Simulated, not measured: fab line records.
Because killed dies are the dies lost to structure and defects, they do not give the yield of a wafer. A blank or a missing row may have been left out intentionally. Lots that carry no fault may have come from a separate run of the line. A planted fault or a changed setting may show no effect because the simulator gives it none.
Chamber matching    flow nandHarc    aldHk-02 running NHARC_A_WL_FILL_ALD_10: 4 sister chambers
The step deposits SiO2, target thk 50 nm, pulse time 10 s, ald cycles 500. 20 wafers are shown with their chamber, then 10 later ones without.

== WAFERS PAIRED WITH THEIR CHAMBERS ==
wafer   chamber  heaterPowerW (W)  precursorPulseHeightRel
L077.4  2        479               1.019
L077.5  2        474               0.991
L077.6  1        399               1.002
L078.2  0        592               1.002
L078.4  3        476               1.012
L078.6  2        461               1.038
L083.3  1        397               1.011
L083.4  3        475               1.017
L083.5  2        485               0.970
L085.2  3        472               1.023
L085.1  1        397               0.981
L085.3  0        586               1.010
L085.4  2        466               1.035
L085.6  3        480               1.004
L085.5  0        602               1.014
L086.2  1        414               0.999
L086.5  1        395               0.984
L086.6  2        470               1.010
L089.4  3        474               0.978
L089.1  2        481               0.993

SIGNATURES (means of the wafers above)
reading                  chamber 0  chamber 1  chamber 2  chamber 3  scatter within a chamber
heaterPowerW             593.33     400.40     473.71     475.40     7.28
precursorPulseHeightRel  1.00867    0.99540    1.00800    1.00680    0.0188
Rule: a wafer's distance from a chamber is the root of the sum, over the readings, of the square of ((its reading less the chamber's mean) divided by the reading's scatter). If the next closest chamber is less than 2 further off than the closest, the wafer can't be placed; otherwise it belongs to the closest. The scatter: the root of (the sum of the squares of (reading less its chamber's mean) over the shown wafers, divided by (wafers less chambers)).

== WAFERS MISSING THEIR CHAMBER ==
wafer   heaterPowerW (W)  precursorPulseHeightRel
L089.5  593               0.994
L093.3  590               1.045
L093.1  394               0.983
L093.2  481               1.003
L093.4  472               1.018
L093.5  390               1.001
L093.6  593               0.983
L096.3  459               1.029
L096.4  563               0.978
L096.5  445               1.011

== EACH ONE'S CHAMBER ==
wafer   from the rows above      in truth
L089.5  0                        0
L093.3  0                        0
L093.1  1                        1
L093.2  can't be placed: 3 or 2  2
L093.4  can't be placed: 2 or 3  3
L093.5  1                        1
L093.6  0                        0
L096.3  can't be placed: 2 or 3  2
L096.4  0                        0
L096.5  can't be placed: 2 or 3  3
6 of 10 placed correctly. Cannot be placed on the basis of these rows: 4; the candidates contain the true chamber in 4. Placed wrongly: 0.
